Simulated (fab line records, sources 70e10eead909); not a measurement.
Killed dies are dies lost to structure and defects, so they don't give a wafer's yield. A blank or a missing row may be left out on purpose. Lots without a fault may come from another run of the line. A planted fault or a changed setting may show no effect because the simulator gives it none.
fab line records | flow nand_harc
record lots=23 wafers=69 last_day=25
route steps=1159 shown A_STAIRCASE@693 A_SGD_CUT@776 A_CONTACT@906
lots that met no fault: from a run of the same line without faults
start_h: hours from the record's first day to the start of the lot's first wafer shown | wait_h: hours since the lot's step before | " the same as in the row above | L1.1+2: a row that stands for several wafers | - no value, or no start given | * or withheld: withheld | < > ~ a bound
route shown NAME@n: a module of which the file shows steps, and the number in the route of the first | usual: mean/standard deviation of fault-free wafers | same: alike in all rows | chamber/n: place in a boat | sites: the reading at each site | _std_site: their standard deviation | _edge_site: outer sites' mean less inner sites' | radius_mm: how far each site lies from the wafer's centre | mask NAME#n: copy n | behind: the tool/chamber that last shaped the wafer | hold: why the lot was held/for how many hours/how that ended | device: the transistor (n, p or np) that didn't switch | end of line: the same wafers' tests at the end of the route | a step without rows: its recipe alone | killed: dies lost to structure and defects at the first sort, not the wafer's yield | map: a wafer's dies, x killed, . not, _ none there
set.NAME: the setting as run; set.NAME@STEP: as run at that earlier step | model.NAME: the simulator's own value behind a step, which no gauge read
steps of the route over a sample of lots; a table a step, a row a wafer
services: from which hour (start_h, from the record's first day; less than 0 if before it) a tool's chamber was out of use, for how many hours, and why
## steps
# step NHARC_A_STAIRCASE_STRIP_316
# recipe o2_flow_sccm=500 ar_flow_sccm=0 bias_w=0 chemistry=O2
# usual drypump_motor_current_A=6.0/0.4 mfc_ar_sccm=0.003/0.0083 oes_product_au=0.997/0.0084 rf_vpp_V=57.8/0.88 showerhead_plenum_p_Torr=3.48/0.16 throttle_valve_pct=17.037/0.0088
# columns lot.wafer tool chamber start_h wait_h drypump_motor_current_A mfc_ar_sccm oes_product_au rf_hours_counter_h rf_vpp_V showerhead_plenum_p_Torr throttle_valve_pct
L074.3 rie_diel-01 3 - - 6.0 0 0.994 47 57.7 3.55 17.035
L074.1 " 0 " " 5.8 0 0.992 45 56.7 3.48 17.040
L074.6 " 1 " " 5.6 0 0.993 - 58.1 3.33 17.035
L075.2 rie_diel-06 3 - - 6.3 0.033 0.995 3 57.6 3.29 17.038
L075.3 " 1 " " 6.5 0.002 0.988 3 59.0 3.69 17.019
L075.6 " 2 " " 6.5 0.002 0.997 - 57.8 3.60 17.039
L076.4 rie_diel-06 2 - - 6.4 0.002 1.007 7 58.9 3.60 17.043
L076.1 " 3 " " 6.3 0.033 1.015 6 57.3 3.29 17.037
L076.5 " 3 " " 6.3 0.033 1.015 - 57.6 3.29 17.049
L077.1 rie_diel-13 0 - - 5.7 0 0.996 57 57.1 3.58 17.041
L077.6 " 3 " " 5.5 0 1.001 - 57.0 3.29 17.035
L077.5 " 0 " " 5.6 0 0.975 - 58.9 3.58 17.037
L078.1 rie_diel-01 1 - - 5.6 0 0.990 54 58.9 3.32 17.030
L078.4 " 3 " " 6.0 0 0.984 58 58.4 3.55 17.037
L078.6 " 2 " " 5.7 0 1.006 - 55.6 3.34 17.046
L081.4 rie_diel-01 0 - - 5.8 0 0.986 58 55.9 3.47 17.043
L081.1 " 2 " " 5.8 0 1.000 55 57.7 3.34 17.034
L081.3 " 3 " " 6.0 0 0.980 63 57.8 3.54 17.024
L080.2 rie_diel-01 1 - - 5.6 0 0.996 60 59.4 3.32 17.027
L080.4 " 2 " " 5.8 0 0.998 56 57.4 3.34 17.028
L080.6 " 3 " " 6.0 0 0.991 - 57.9 3.54 17.020
L082.2 rie_diel-13 2 - - 6.5 0.011 0.995 16 57.8 3.80 17.035
L082.1 " 3 " " 5.4 0 1.001 17 57.4 3.28 17.031
L082.4 " 1 " " 5.3 0 1.001 15 58.5 3.35 17.041
L083.3 rie_diel-13 2 - - 6.5 0.011 0.986 17 57.2 3.80 17.044
L083.1 " 1 " " 5.4 0 1.001 17 57.3 3.35 17.050
L083.6 " 2 " " 6.6 0.011 1.000 - 58.8 3.80 17.043
L085.3 rie_diel-13 0 - - 5.6 0 0.998 18 57.9 3.57 17.057
L085.4 " 1 " " 5.3 0 1.002 20 57.0 3.35 17.035
L085.5 " 2 " " 6.6 0.011 1.000 - 59.5 3.80 17.041
L084.3 rie_diel-01 1 - - 5.6 0 0.995 2 56.7 3.32 17.033
L084.5 " 3 " " 6.0 0 0.999 - 58.2 3.54 17.045
L084.6 " 0 " " 5.8 0 1.004 - 58.0 3.46 17.033
L087.2 rie_diel-01 3 - - 6.0 0 0.996 4 57.5 3.54 17.036
L087.1 " 2 " " 5.8 0 1.010 4 57.8 3.34 17.036
L087.6 " 2 " " 5.8 0 1.005 - 58.8 3.34 17.043
L086.4 rie_diel-01 2 - - 5.8 0 1.001 7 57.4 3.34 17.028
L086.1 " 3 " " 6.0 0 0.999 7 57.5 3.54 17.053
L086.6 " 2 " " 5.8 0 1.003 - 55.8 3.33 17.042
L088.3 rie_diel-06 1 - - 6.5 0.002 1.002 36 57.2 3.67 17.042
L088.1 " 2 " " 6.5 0.002 0.984 35 58.3 3.59 17.038
L088.5 " 1 " " 6.6 0.002 1.009 - 58.4 3.67 17.014
L089.2 rie_diel-06 0 - - 5.9 0 0.984 38 57.9 3.59 17.052
L089.1 " 1 " " 6.5 0.002 1.009 37 59.6 3.67 17.029
L089.5 " 3 " " 6.3 0.033 1.005 - 56.3 3.27 17.037
L090.4 rie_diel-13 2 - - 6.6 0.011 0.997 32 58.5 3.79 17.028
L090.1 " 3 " " 5.4 0 0.997 32 57.9 3.28 17.035
L090.2 " 0 " " 5.6 0 1.009 29 58.4 3.56 17.037
L091.3 rie_diel-01 1 - - 5.6 0 0.996 11 56.2 3.31 17.038
L091.1 " 3 " " 6.0 0 0.995 13 58.5 3.53 17.046
L091.4 " 0 " " 5.7 0 1.006 13 57.9 3.46 17.054
L092.1 rie_diel-06 2 - - 6.4 0.002 0.993 42 59.9 3.58 17.037
L092.6 " 1 " " 6.5 0.002 1.015 - 58.7 3.67 17.037
L092.5 " 2 " " 6.4 0.002 0.993 - 58.1 3.58 17.036
L093.1 rie_diel-13 2 - - 6.5 0.011 0.991 38 59.2 3.79 17.046
L093.2 " 3 " " 5.5 0 0.985 38 57.4 3.27 17.045
L093.3 " 0 " " 5.6 0 0.997 34 56.8 3.56 17.038
L094.3 rie_diel-06 0 - - 5.9 0 0.985 50 58.0 3.58 17.036
L094.6 " 2 " " 6.4 0.002 0.990 - 58.0 3.58 17.045
L094.4 " 1 " " 6.6 0.002 0.998 - 57.5 3.67 17.034
L095.1 rie_diel-06 1 - - 6.5 0.002 0.999 53 58.7 3.66 17.031
L095.2 " 2 " " 6.4 0.002 0.987 52 57.6 3.58 17.039
L095.6 " 1 " " 6.5 0.002 1.002 - 58.5 3.66 17.046
L096.4 rie_diel-13 3 - - 5.4 0 0.983 46 57.6 3.27 17.037
L096.2 " 0 " " 5.7 0 1.001 42 58.6 3.55 17.031
L096.5 " 3 " " 5.4 0 0.990 - 56.0 3.27 17.036
L097.3 rie_diel-06 2 - - 6.4 0.002 0.990 61 57.3 3.57 17.050
L097.1 " 3 " " 6.3 0.033 1.005 51 58.3 3.27 17.036
L097.6 " 2 " " 6.4 0.002 0.987 - 58.6 3.57 17.030
# step NHARC_A_STAIRCASE_DESCUM_443
# recipe time_s=3 o2_flow_sccm=200 ar_flow_sccm=0 bias_power_w=0 chemistry=O2
# usual drypump_motor_current_A=5.9/0.39 mfc_ar_sccm=0.004/0.0089 oes_product_au=1.000/0.0082 rf_vpp_V=57.6/0.87 showerhead_plenum_p_Torr=1.89/0.092 throttle_valve_pct=11.311/0.0088
# columns lot.wafer tool chamber start_h wait_h drypump_motor_current_A mfc_ar_sccm oes_product_au rf_hours_counter_h rf_vpp_V showerhead_plenum_p_Torr throttle_valve_pct
L075.2 rie_diel-01 0 298.89 - 5.8 0 1.005 56 58.4 1.88 11.322
L075.3 " 2 " " 5.8 0 1.003 53 56.9 1.81 11.290
L075.6 " 0 " " 5.8 0 0.991 - 58.3 1.88 11.319
L074.1 rie_diel-13 2 299.18 - 6.5 0.011 1.004 7 58.3 2.07 11.304
L074.3 " 1 " " 5.3 0 1.005 6 56.6 1.81 11.324
L074.6 " 3 " " 5.4 0 0.996 - 56.9 1.77 11.324
L077.1 rie_diel-13 3 309.99 - 5.4 0 0.995 12 57.9 1.77 11.305
L077.5 " 3 " " 5.4 0 0.996 - 57.4 1.77 11.323
L077.6 " 0 " " 5.6 0 1.002 - 57.3 1.94 11.324
L076.1 rie_diel-01 0 310.17 - 5.8 0 0.993 60 56.7 1.88 11.316
L076.4 " 0 " " 5.8 0 0.995 - 56.9 1.88 11.316
L076.5 " 2 " " 5.7 0 1.013 - 57.7 1.80 11.318
L078.4 rie_diel-06 2 325.63 - 6.5 0.002 0.994 28 58.7 1.95 11.303
L078.1 " 0 " " 5.9 0 0.989 28 57.4 1.95 11.324
L078.6 " 1 " " 6.5 0.002 1.001 - 58.0 2.00 11.313
L081.1 rie_diel-01 2 349.64 - 5.8 0 1.006 8 57.2 1.80 11.305
L081.4 " 3 " " 6.0 0 1.001 8 57.2 1.92 11.316
L081.3 " 0 " " 5.7 0 1.011 8 57.4 1.87 11.312
L080.4 rie_diel-06 0 349.81 - 5.9 0 0.991 38 57.4 1.95 11.326
L080.2 " 1 " " 6.6 0.002 0.993 37 58.1 2.00 11.309
L080.6 " 3 " " 6.2 0.033 1.004 - 57.1 1.77 11.304
L084.3 rie_diel-06 2 365.69 - 6.4 0.002 1.000 43 57.2 1.94 11.312
L084.6 " 2 " " 6.4 0.002 0.987 - 56.8 1.94 11.320
L084.5 " 1 " " 6.6 0.002 1.005 - 58.0 2.00 11.313
L082.4 rie_diel-01 2 365.73 - 5.8 0 1.007 13 57.6 1.80 11.318
L082.2 " 3 " " 6.0 0 0.991 13 57.4 1.92 11.316
L082.1 " 0 " " 5.7 0 1.010 13 58.2 1.87 11.298
L085.3 rie_diel-06 1 365.76 - 6.6 0.002 1.011 43 58.6 2.00 11.295
L085.4 " 1 " " 6.5 0.002 0.998 - 58.8 2.00 11.326
L085.5 " 2 " " 6.4 0.002 0.989 - 58.9 1.94 11.300
L083.3 rie_diel-01 0 365.87 - 5.7 0 1.003 13 59.4 1.87 11.335
L083.1 " 2 " " 5.8 0 1.013 13 56.9 1.80 11.302
L083.6 " 3 " " 6.0 0 1.006 - 58.7 1.92 11.302
L087.1 rie_diel-06 1 379.38 - 6.6 0.002 1.015 50 58.5 1.99 11.314
L087.2 " 0 " " 5.9 0 0.997 50 57.2 1.95 11.301
L087.6 " 2 " " 6.4 0.002 0.995 - 58.8 1.94 11.311
L089.2 rie_diel-06 3 389.09 - 6.3 0.033 1.013 43 56.8 1.76 11.313
L089.1 " 2 " " 6.4 0.002 0.986 53 56.2 1.94 11.313
L089.5 " 3 " " 6.3 0.033 1.011 - 56.7 1.76 11.301
L086.1 rie_diel-01 2 389.41 - 5.8 0 1.010 24 55.3 1.80 11.303
L086.4 " 0 " " 5.8 0 1.000 24 57.2 1.87 11.316
L086.6 " 2 " " 5.8 0 1.017 - 57.7 1.80 11.307
L088.1 rie_diel-13 3 389.44 - 5.4 0 0.994 44 57.3 1.76 11.312
L088.3 " 0 " " 5.7 0 1.014 40 57.4 1.93 11.322
L088.5 " 2 " " 6.5 0.011 1.002 - 57.7 2.06 11.302
L092.1 rie_diel-01 1 401.40 - 5.6 0 0.997 27 56.4 1.78 11.318
L092.6 " 1 " " 5.6 0 1.000 - 58.2 1.78 11.308
L092.5 " 2 " " 5.7 0 0.999 - 56.6 1.79 11.312
L090.4 rie_diel-06 3 401.56 - 6.3 0.033 0.998 49 57.4 1.76 11.306
L090.2 " 1 " " 6.5 0.002 0.987 58 57.3 1.99 11.311
L090.1 " 2 " " 6.4 0.002 0.980 59 58.6 1.94 11.298
L091.4 rie_diel-13 3 401.74 - 5.4 0 0.988 49 57.3 1.76 11.321
L091.1 " 0 " " 5.6 0 1.011 45 58.3 1.93 11.315
L091.3 " 2 " " 6.5 0.011 0.992 48 60.0 2.06 11.317
L093.1 rie_diel-01 3 418.48 - 6.0 0 1.009 35 58.3 1.91 11.307
L093.2 " 0 " " 5.8 0 1.001 36 57.0 1.87 11.324
L093.3 " 2 " " 5.8 0 0.999 34 57.2 1.79 11.331
L094.3 rie_diel-13 2 418.54 - 6.5 0.011 1.005 52 58.1 2.06 11.305
L094.4 " 3 " " 5.4 0 0.997 53 56.2 1.76 11.315
L094.6 " 0 " " 5.6 0 1.015 - 59.0 1.93 11.304
L096.2 rie_diel-01 3 427.93 - 6.0 0 0.980 39 57.6 1.91 11.293
L096.4 " 2 " " 5.8 0 1.002 38 56.9 1.79 11.336
L096.5 " 3 " " 6.0 0 1.000 - 56.4 1.91 11.301
L095.1 rie_diel-06 3 428.10 - 6.3 0.033 0.988 0 57.5 2.08 11.314
L095.2 " 1 " " 6.5 0.002 0.998 0 58.0 1.99 11.312
L095.6 " 3 " " 6.3 0.033 1.007 - 58.8 2.08 11.307
L097.3 rie_diel-06 0 445.78 - 5.9 0 1.006 8 60.0 1.94 11.304
L097.1 " 1 " " 6.5 0.002 1.000 8 58.6 1.99 11.308
L097.6 " 2 " " 6.4 0.002 1.011 - 58.5 1.94 11.307
# step NHARC_A_STAIRCASE_STRIP_446
# recipe power_w=1500 temp_c=250 chemistry=O2
# usual drypump_motor_current_A=5.34/0.28 heater_power_w=339/30
# columns lot.wafer tool chamber start_h wait_h drypump_motor_current_A heater_power_w rf_hours_counter_h
L075.2 plasma_asher-02 0 301.28 0.1 5.59 290 39
L075.3 " 0 " " 5.59 289 -
L075.6 " 0 " " 5.59 291 -
L074.1 plasma_asher-02 0 301.56 0.0 5.59 297 39
L074.3 " 1 " " 5.73 325 -
L074.6 " 1 " " 5.72 325 -
L077.1 plasma_asher-01 0 312.84 0.0 5.10 351 9
L077.5 " 0 " " 5.11 350 -
L077.6 " 1 " " 5.12 372 -
L076.1 plasma_asher-02 1 313.14 0.1 5.74 328 43
L076.4 " 0 " " 5.59 290 -
L076.5 " 1 " " 5.70 327 -
L078.1 plasma_asher-01 0 327.96 0.0 5.10 348 13
L078.4 " 0 " " 5.12 340 -
L078.6 " 0 " " 5.09 347 -
L081.1 plasma_asher-02 0 352.01 0.1 5.60 296 55
L081.3 " 1 " " 5.77 324 -
L081.4 " 0 " " 5.59 293 -
L080.2 plasma_asher-01 1 352.15 0.0 5.13 373 22
L080.4 " 0 " " 5.11 348 -
L080.6 " 1 " " 5.11 376 -
L082.2 plasma_asher-01 1 368.17 0.0 5.12 377 30
L082.1 " 0 " " 5.10 348 30
L082.4 " 1 " " 5.13 373 -
L084.3 plasma_asher-01 0 368.63 0.1 5.10 346 -
L084.6 " 0 " " 5.10 346 -
L084.5 " 1 " " 5.14 377 -
L083.1 plasma_asher-01 1 369.62 0.0 5.14 371 32
L083.3 " 0 " " 5.12 334 -
L083.6 " 0 " " 5.11 339 -
L085.3 plasma_asher-02 0 370.53 0.1 5.61 304 -
L085.4 " 1 " " 5.77 308 -
L085.5 " 1 " " 5.74 309 -
L087.2 plasma_asher-02 1 382.44 0.0 5.74 313 6
L087.1 " 0 " " 5.60 299 6
L087.6 " 0 " " 5.59 301 -
L089.2 plasma_asher-01 1 391.42 0.0 5.14 379 39
L089.1 " 0 " " 5.11 354 39
L089.5 " 1 " " 5.13 369 -
L088.1 plasma_asher-01 1 391.84 0.1 5.12 381 39
L088.3 " 1 " " 5.12 373 -
L088.5 " 1 " " 5.11 376 -
L086.1 plasma_asher-01 1 392.08 0.3 5.11 380 39
L086.4 " 1 " " 5.16 371 -
L086.6 " 1 " " 5.14 370 -
L092.1 plasma_asher-02 1 403.76 0.0 5.75 316 12
L092.6 " 1 " " 5.71 303 -
L092.5 " 0 " " 5.59 293 -
L090.2 plasma_asher-01 1 403.89 0.0 5.12 379 44
L090.1 " 0 " " 5.11 346 44
L090.4 " 0 " " 5.11 350 -
L091.1 plasma_asher-02 0 404.07 0.0 5.59 296 12
L091.4 " 0 " " 5.58 294 -
L091.3 " 1 " " 5.74 308 -
L093.1 plasma_asher-01 1 420.83 0.0 5.11 383 49
L093.2 " 0 " " 5.09 344 49
L093.3 " 0 " " 5.09 346 -
L094.4 plasma_asher-01 0 421.21 0.4 5.12 345 -
L094.3 " 1 " " 5.12 373 -
L094.6 " 0 " " 5.12 336 -
L096.2 plasma_asher-01 0 430.36 0.1 5.10 349 51
L096.4 " 0 " " 5.09 355 -
L096.5 " 1 " " 5.12 370 -
L095.2 plasma_asher-02 1 430.45 0.0 5.74 310 19
L095.1 " 0 " " 5.58 300 19
L095.6 " 1 " " 5.78 310 -
L097.1 plasma_asher-01 1 448.19 0.1 5.14 383 57
L097.3 " 0 " " 5.09 349 -
L097.6 " 0 " " 5.12 349 -
# step NHARC_A_SGD_CUT_ETCHBACK_24
# recipe target_depth_a=500 over_etch_frac=0.3 time_s=92.857 ion_energy_ev=120 ch3f_flow_sccm=50 o2_flow_sccm=30 ar_flow_sccm=200 rf_w=500 bias_w=100 chemistry=CH3F/O2
# usual ch3f_flow_sccm=49.99/0.15 drypump_motor_current_A=6.0/0.45 mfc_ar_sccm=200.1/0.58 oes_product_au=0.96/0.034 rf_vpp_V=244.0/1.9 showerhead_plenum_p_Torr=2.44/0.12 throttle_valve_pct=20.663/0.0098
# columns lot.wafer tool chamber start_h wait_h ch3f_flow_sccm drypump_motor_current_A mfc_ar_sccm oes_product_au rf_hours_counter_h rf_vpp_V showerhead_plenum_p_Torr throttle_valve_pct
L075.2 rie_diel-12 3 311.07 0.1 49.96 5.7 200.6 0.94 12 244.5 2.37 20.656
L075.3 " 1 " " 50.15 6.5 199.8 0.94 13 246.3 2.51 20.651
L075.6 " 3 " " 50.11 5.7 200.0 0.94 - 242.3 2.37 20.675
L074.1 rie_diel-08 3 311.09 0.1 49.96 6.5 200.1 0.99 0 242.4 2.41 20.646
L074.3 " 0 " " 49.88 5.4 200.7 1.01 0 247.6 2.63 20.658
L074.6 " 3 " " 50.23 6.5 200.9 1.00 - 243.4 2.41 20.674
L076.4 rie_diel-10 1 323.69 0.1 49.67 5.3 200.0 0.91 9 242.4 2.34 20.676
L076.1 " 0 " " 49.93 6.3 200.6 0.92 9 246.8 2.62 20.676
L076.5 " 1 " " 49.79 5.3 199.5 0.90 - 242.3 2.34 20.658
L077.1 rie_diel-08 1 323.70 0.2 49.94 5.9 200.1 1.00 2 246.8 2.51 20.667
L077.6 " 3 " " 49.99 6.5 200.4 1.01 - 243.0 2.40 20.657
L077.5 " 0 " " 50.10 5.4 200.2 1.02 - 246.4 2.63 20.666
L078.4 rie_diel-12 2 339.80 0.1 50.29 6.6 200.4 0.98 16 244.4 2.47 20.660
L078.1 " 3 " " 50.31 5.7 198.9 0.99 15 244.2 2.37 20.662
L078.6 " 2 " " 50.09 6.6 200.7 0.98 - 244.7 2.47 20.663
L081.1 rie_diel-12 3 362.51 0.2 50.14 5.7 200.5 0.96 16 243.6 2.37 20.658
L081.3 " 0 " " 49.84 5.8 199.0 0.95 16 241.9 2.31 20.664
L081.4 " 2 " " 49.90 6.6 200.5 0.97 18 244.0 2.47 20.673
L080.2 rie_diel-08 2 362.53 0.2 50.05 5.9 200.9 0.92 5 241.4 2.30 20.666
L080.4 " 2 " " 50.18 5.9 200.3 0.92 - 239.7 2.30 20.668
L080.6 " 3 " " 49.99 6.5 199.2 0.93 - 242.7 2.40 20.675
L084.3 rie_diel-08 2 378.27 0.1 49.87 5.9 200.5 0.92 8 242.6 2.30 20.674
L084.5 " 2 " " 50.03 5.9 200.5 0.92 - 240.9 2.30 20.673
L084.6 " 3 " " 50.31 6.5 199.2 0.93 - 244.8 2.40 20.681
L082.1 rie_diel-10 1 378.27 0.2 50.14 5.3 198.8 1.01 2 244.3 2.33 20.663
L082.4 " 2 " " 49.93 6.6 200.6 0.99 1 245.6 2.59 20.662
L082.2 " 3 " " 50.04 5.8 200.2 0.99 1 242.5 2.36 20.678
L085.4 rie_diel-12 1 378.41 0.2 49.98 6.5 199.7 1.00 20 243.3 2.51 20.668
L085.3 " 3 " " 50.02 5.7 201.1 0.99 18 243.1 2.37 20.670
L085.5 " 1 " " 49.98 6.5 200.0 1.00 - 246.5 2.51 20.654
L083.3 rie_diel-10 3 378.44 0.2 49.80 5.8 199.5 0.94 1 242.7 2.36 20.665
L083.1 " 0 " " 49.96 6.3 199.6 0.93 2 246.1 2.61 20.649
L083.6 " 2 " " 49.94 6.6 199.5 0.93 - 245.6 2.59 20.634
L087.1 rie_diel-12 1 392.55 0.2 50.09 6.5 200.4 0.99 0 243.7 2.51 20.665
L087.2 " 2 " " 49.66 6.6 200.1 1.01 0 244.9 2.47 20.691
L087.6 " 3 " " 50.15 5.7 200.1 1.00 - 244.1 2.36 20.669
L089.1 rie_diel-08 1 403.08 0.1 50.15 5.9 201.4 1.01 11 243.4 2.51 20.654
L089.2 " 3 " " 49.92 6.5 199.6 1.01 10 242.6 2.40 20.673
L089.5 " 1 " " 49.78 5.9 200.1 1.01 - 245.2 2.51 20.655
L086.1 rie_diel-10 0 403.09 0.1 49.89 6.3 200.7 0.93 3 246.7 2.61 20.659
L086.4 " 3 " " 49.97 5.8 199.9 0.93 3 242.8 2.36 20.665
L086.6 " 0 " " 50.09 6.3 200.3 0.94 - 246.1 2.61 20.669
L088.1 rie_diel-12 3 403.24 0.2 49.89 5.7 199.2 0.99 1 243.8 2.36 20.666
L088.3 " 0 " " 49.87 5.8 200.2 1.00 2 241.8 2.31 20.656
L088.5 " 3 " " 49.75 5.7 199.8 0.99 - 243.9 2.36 20.676
L091.1 rie_diel-10 3 413.45 0.1 49.73 5.8 199.1 0.92 4 242.4 2.36 20.673
L091.3 " 1 " " 50.04 5.3 200.7 0.92 5 241.6 2.33 20.654
L091.4 " 2 " " 49.96 6.7 199.8 0.92 4 246.4 2.59 20.656
L092.1 rie_diel-08 2 413.45 0.1 50.13 5.9 199.4 0.98 11 242.1 2.29 20.669
L092.6 " 2 " " 49.98 5.9 199.3 0.97 - 241.2 2.29 20.652
L092.5 " 3 " " 50.12 6.5 200.5 1.00 - 243.8 2.40 20.665
L090.4 rie_diel-12 1 413.49 0.1 49.98 6.5 200.7 0.95 3 245.3 2.51 20.654
L090.1 " 2 " " 50.24 6.6 199.8 0.97 3 245.8 2.47 20.666
L090.2 " 3 " " 50.02 5.7 199.5 0.97 3 242.9 2.36 20.658
L093.3 rie_diel-12 0 430.98 0.2 50.12 5.8 200.9 1.00 4 243.7 2.31 20.658
L093.1 " 2 " " 49.74 6.5 199.5 0.99 3 243.3 2.47 20.651
L093.2 " 3 " " 50.09 5.7 200.7 1.00 4 243.9 2.36 20.679
L094.3 rie_diel-08 1 431.01 0.2 49.75 5.9 200.4 1.01 13 244.9 2.51 20.664
L094.4 " 2 " " 50.14 6.0 201.5 0.98 12 241.6 2.29 20.654
L094.6 " 0 " " 50.04 5.4 200.5 1.00 - 246.1 2.62 20.665
L096.2 rie_diel-10 2 441.16 0.1 49.66 6.6 200.2 0.92 5 246.3 2.59 20.673
L096.4 " 0 " " 50.09 6.3 200.1 0.93 5 245.4 2.61 20.665
L096.5 " 2 " " 50.07 6.6 200.7 0.92 - 245.9 2.59 20.645
L095.2 rie_diel-10 2 441.25 0.2 50.04 6.7 200.0 0.95 5 245.5 2.59 20.671
L095.1 " 1 " " 50.14 5.2 200.1 0.94 6 242.5 2.33 20.675
L095.6 " 2 " " 50.00 6.7 200.5 0.94 - 246.3 2.59 20.670
L097.3 rie_diel-10 3 463.01 0.2 50.05 5.8 200.1 0.92 6 242.8 2.36 20.659
L097.1 " 1 " " 49.90 5.3 199.7 0.92 7 242.0 2.33 20.663
L097.6 " 3 " " 49.86 5.8 200.1 0.93 - 242.6 2.36 20.661
# step NHARC_A_CONTACT_ETCH_126
# recipe source_w=withheld pressure_mtorr=20 bias_v=1200 time_s=155 target_depth_a=9560 ar_flow_sccm=withheld c4f8_flow_sccm=withheld o2_flow_sccm=withheld chemistry=C4F8/O2/Ar
# columns lot.wafer tool chamber start_h wait_h rf_hours_counter_h
L075.2 har_cap_etch-02 0 377.18 0.1 11
L075.3 " 0 " " -
L075.6 " 1 " " -
L074.1 har_cap_etch-01 1 377.40 0.1 48
L074.3 " 1 " " -
L074.6 " 1 " " -
L077.1 har_cap_etch-01 0 381.12 0.1 49
L077.5 " 0 " " -
L077.6 " 1 " " -
L076.1 har_cap_etch-03 1 381.39 0.1 91
L076.4 " 1 " " -
L076.5 " 0 " " -
L078.1 har_cap_etch-01 0 398.41 0.1 52
L078.4 " 1 " " -
L078.6 " 1 " " -
L081.1 har_cap_etch-02 0 422.85 0.1 16
L081.4 " 1 " " -
L081.3 " 0 " " -
L080.2 har_cap_etch-01 0 423.24 0.1 55
L080.4 " 1 " " -
L080.6 " 1 " " -
L085.4 har_cap_etch-01 1 438.90 0.1 -
L085.3 " 0 " " -
L085.5 " 1 " " -
L084.3 har_cap_etch-02 1 442.78 0.1 -
L084.6 " 1 " " -
L084.5 " 0 " " -
L082.2 har_cap_etch-01 1 442.93 0.1 58
L082.1 " 0 " " 58
L082.4 " 0 " " -
L083.1 har_cap_etch-01 1 452.10 0.1 60
L083.3 " 1 " " -
L083.6 " 0 " " -
L087.2 har_cap_etch-01 0 455.71 0.1 61
L087.1 " 1 " " 61
L087.6 " 0 " " -
L086.1 har_cap_etch-01 0 460.69 0.1 62
L086.4 " 1 " " -
L086.6 " 1 " " -
L089.1 har_cap_etch-02 0 462.08 0.1 25
L089.2 " 1 " " 25
L089.5 " 0 " " -
L088.1 har_cap_etch-01 0 463.84 0.1 64
L088.3 " 0 " " -
L088.5 " 0 " " -
L090.2 har_cap_etch-03 0 472.87 0.2 107
L090.1 " 1 " " 107
L090.4 " 1 " " -
L092.1 har_cap_etch-01 0 475.03 0.1 66
L092.6 " 1 " " -
L092.5 " 0 " " -
L091.1 har_cap_etch-02 1 476.58 0.1 28
L091.3 " 1 " " -
L091.4 " 0 " " -
L094.3 har_cap_etch-02 1 487.06 0.1 -
L094.4 " 0 " " -
L094.6 " 1 " " -
L093.2 har_cap_etch-01 1 492.30 0.1 69
L093.1 " 0 " " 69
L093.3 " 1 " " -
L096.2 har_cap_etch-01 1 506.18 0.1 71
L096.4 " 0 " " -
L096.5 " 0 " " -
L095.1 har_cap_etch-02 0 507.66 0.1 33
L095.2 " 1 " " 33
L095.6 " 0 " " -
L097.1 har_cap_etch-01 1 520.83 0.1 74
L097.3 " 1 " " -
L097.6 " 0 " " -
# step NHARC_A_CONTACT_ETCH_132
# recipe source_w=withheld pressure_mtorr=20 bias_v=1200 time_s=156 target_depth_a=9580 ar_flow_sccm=withheld c4f8_flow_sccm=withheld o2_flow_sccm=withheld chemistry=C4F8/O2/Ar
# columns lot.wafer tool chamber start_h wait_h rf_hours_counter_h
L075.2 har_cap_etch-02 0 378.02 0.1 11
L075.3 " 0 " " -
L075.6 " 1 " " -
L074.1 har_cap_etch-01 1 378.25 0.1 49
L074.3 " 1 " " -
L074.6 " 1 " " -
L077.1 har_cap_etch-01 0 381.96 0.1 50
L077.5 " 0 " " -
L077.6 " 1 " " -
L076.1 har_cap_etch-03 1 382.24 0.1 92
L076.4 " 1 " " -
L076.5 " 0 " " -
L078.1 har_cap_etch-01 0 399.26 0.1 53
L078.4 " 1 " " -
L078.6 " 1 " " -
L081.1 har_cap_etch-02 0 423.70 0.1 17
L081.4 " 1 " " -
L081.3 " 0 " " -
L080.2 har_cap_etch-01 0 424.09 0.1 56
L080.4 " 1 " " -
L080.6 " 1 " " -
L085.4 har_cap_etch-01 1 439.75 0.1 -
L085.3 " 0 " " -
L085.5 " 1 " " -
L084.3 har_cap_etch-02 1 443.63 0.1 -
L084.6 " 1 " " -
L084.5 " 0 " " -
L082.2 har_cap_etch-01 1 443.78 0.1 59
L082.1 " 0 " " 59
L082.4 " 0 " " -
L083.1 har_cap_etch-01 1 452.96 0.1 60
L083.3 " 1 " " -
L083.6 " 0 " " -
L087.2 har_cap_etch-01 0 456.56 0.1 62
L087.1 " 1 " " 62
L087.6 " 0 " " -
L086.1 har_cap_etch-01 0 461.54 0.1 63
L086.4 " 1 " " -
L086.6 " 1 " " -
L089.1 har_cap_etch-02 0 462.93 0.1 26
L089.2 " 1 " " 26
L089.5 " 0 " " -
L088.1 har_cap_etch-01 0 464.69 0.1 64
L088.3 " 0 " " -
L088.5 " 0 " " -
L090.2 har_cap_etch-03 0 474.01 0.2 107
L090.1 " 1 " " 107
L090.4 " 1 " " -
L092.1 har_cap_etch-01 0 475.88 0.1 67
L092.6 " 1 " " -
L092.5 " 0 " " -
L091.1 har_cap_etch-02 1 477.43 0.1 29
L091.3 " 1 " " -
L091.4 " 0 " " -
L094.3 har_cap_etch-02 1 487.92 0.1 -
L094.4 " 0 " " -
L094.6 " 1 " " -
L093.2 har_cap_etch-01 1 493.15 0.1 70
L093.1 " 0 " " 70
L093.3 " 1 " " -
L096.2 har_cap_etch-01 1 507.02 0.1 72
L096.4 " 0 " " -
L096.5 " 0 " " -
L095.1 har_cap_etch-02 0 508.80 0.2 34
L095.2 " 1 " " 34
L095.6 " 0 " " -
L097.1 har_cap_etch-01 1 521.68 0.1 75
L097.3 " 1 " " -
L097.6 " 0 " " -
## services
# columns tool chamber start_h hours kind
rie_diel-06 - 241.27 9.0 pm
rie_diel-01 1 255.60 2.0 repair
rie_diel-01 0 260.84 5.2 repair
plasma_asher-02 - 263.43 0.5 repair
har_cap_etch-01 - 272.56 43.0 repair
rie_diel-13 - 276.08 9.0 pm
plasma_asher-01 - 276.52 9.0 pm
rie_diel-06 - 296.99 3.5 repair
har_cap_etch-02 - 306.51 17.0 pm
rie_diel-01 1 308.71 14.6 repair
rie_diel-13 2 309.80 3.9 repair
rie_diel-10 - 315.21 0.6 repair
rie_diel-01 - 315.40 9.0 pm
har_cap_etch-01 - 316.10 0.5 repair
rie_diel-12 3 321.36 1.9 repair
rie_diel-10 3 323.78 4.7 repair
rie_diel-01 1 333.90 6.0 repair
rie_diel-06 3 359.28 27.0 repair
plasma_asher-02 - 360.51 9.0 pm
rie_diel-06 - 418.27 9.0 pm
rie_diel-13 2 445.58 10.8 repair
rie_diel-13 - 453.25 9.0 pm
plasma_asher-01 - 453.66 9.0 pm
rie_diel-01 - 493.07 9.0 pm
## key
fault none
